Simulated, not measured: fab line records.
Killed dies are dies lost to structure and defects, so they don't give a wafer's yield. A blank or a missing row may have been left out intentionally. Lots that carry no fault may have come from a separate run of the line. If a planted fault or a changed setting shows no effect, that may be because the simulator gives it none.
Comparing a struck lot with a sound one / flow nandHarc / 15 out of 1302 route steps
Sound: wafers L551.1, L551.5, L551.6. Wafers L545.1, L545.3, L545.6 were the ones struck. Last of all comes the cause.
At each step with rows: each side's tool, then ch and its chambers, then its first start. Under that, the readings that differ: sound wafers / struck wafers / difference of the means / sigmas: that difference in standard deviations of wafers without a fault.
alike: same words and numbers on both sides, and readings whose means sit less than 2 such deviations apart. not compared: any withheld reading, any reading some wafer has no value for, any bound like >300 that may hide the same value, and any number with overlapping values for which the record gives no deviation.
The two part at a step that has a row with sigmas, a row that says differs or no value, or rows on one side only. Numbers that have no deviation but don't overlap get no sigmas and don't part them. A reading that every wafer of one side lacks parts them only if that side has two wafers or more.

NHARC_P_GATE_INSPECT_28:
  sound on defectInspect-01, day 12 20:13; struck on defectInspect-01, day 10 23:22
  alike: rawDefectCount
NHARC_P_GATE_DESCUM_31: chemistry O2, time 3 s.
  sound on rieDiel-05 ch 0,2,3, day 12 20:18; struck on rieDiel-12 ch 0,2,3, day 10 23:26
  alike: chamberPressureMTorr, drypumpMotorCurrentA, mfcArSccm, oesProductAu, rfVppV, showerheadPlenumPTorr, throttleValvePct
  not compared: rfHoursCounterH
NHARC_P_GATE_ETCH_104: etches the open film in CF4/CHF3, target depth 60 nm.
  sound on rieDiel-05 ch 1,2,3, day 12 20:22; struck on rieDiel-12 ch 2,3, day 10 23:31
  alike: chamberPressureMTorr, drypumpMotorCurrentA, mfcArSccm, oesProductAu, rfFwdPowerW, rfVppV, showerheadPlenumPTorr, throttleValvePct
NHARC_P_GATE_HM_OPEN_105: chemistry O2/COS, target depth 360 nm.
  sound: rieDiel-05 ch 0,2,3; struck: rieDiel-12 ch 2,3
  alike: chamberPressureMTorr, drypumpMotorCurrentA, mfcArSccm, oesProductAu, rfFwdPowerW, rfVppV, showerheadPlenumPTorr, throttleValvePct
  not compared: rfHoursCounterH
then, 1 step without rows for these wafers: NHARC_P_GATE_STRIP_106 (strips in O2/COS).
NHARC_P_GATE_ETCH_114: etches the open film in CF4/O2, target depth 30 nm, overetch 3 nm, time 16.5 s.
  sound: rieDiel-05 ch 1,2,3; struck: rieDiel-12 ch 0,1
  alike: chamberPressureMTorr, drypumpMotorCurrentA, mfcArSccm, oes_f_703_au, oesProductAu, rfFwdPowerW, rfVppV, showerheadPlenumPTorr, throttleValvePct
  not compared: rfHoursCounterH
NHARC_P_GATE_ETCH_32: etches the open film in HBr/Cl2, target depth 150 nm, time 100.1 s.
  sound on rieSi-03 ch 0,1,2, day 12 20:46; struck on rieSi-04 ch 1,2,3, day 10 23:55
  alike: chamberPressureMTorr, drypumpMotorCurrentA, mfcCl2Sccm, oesProductAu, rfFwdPowerW, throttleValvePct
  not compared: rfHoursCounterH
then, 1 step without rows for these wafers: NHARC_P_GATE_STRIP_108 (strips in O2).
NHARC_P_GATE_CD_MEAS_33:
  sound on cdSem-03, day 12 21:04; struck on cdSem-02, day 11 00:17
  alike: cdNm
then, 3 steps without rows for these wafers: NHARC_P_GATE_STRIP_35 (strips in SPM, time 600 s); NHARC_P_GATE_PRECLEAN_73 (cleans in SC1); NHARC_P_GATE_SRD_74.
NHARC_P_GATE_ALD_36: deposits SiNx, target thk 20 nm, pulse time 60 s, ald cycles 223.
  sound on aldSin-01 ch 1,2, day 12 22:35; struck on aldSin-01 ch 1,3, day 11 00:44
  no value came back on the struck wafers for aldCycles, heaterPowerOuterW (W), heaterPowerW (W), precursorPulseHeightRel; on the sound wafers aldCycles reads 223 223 223
then, 1 step without rows for these wafers: NHARC_P_GATE_ETCHBACK_37 (etches the open film in CHF3/O2, target depth 34.5 nm, time 17.2 s).
-- the record jumps here: 19 days lie between the struck wafers' starts before and after (it left off in module P_GATE and takes up again in module END, whose first step shown is number 1302 of the route) --
NHARC_END_SORT_01:
  only the struck wafers appear in the record here, on prober-02 ch 0 at day 30 12:40; the sound ones have no rows

WHERE THEY PART
Earliest at NHARC_P_GATE_ALD_36; latest, in this record, at NHARC_END_SORT_01.

WHY: whatever the simulator had introduced
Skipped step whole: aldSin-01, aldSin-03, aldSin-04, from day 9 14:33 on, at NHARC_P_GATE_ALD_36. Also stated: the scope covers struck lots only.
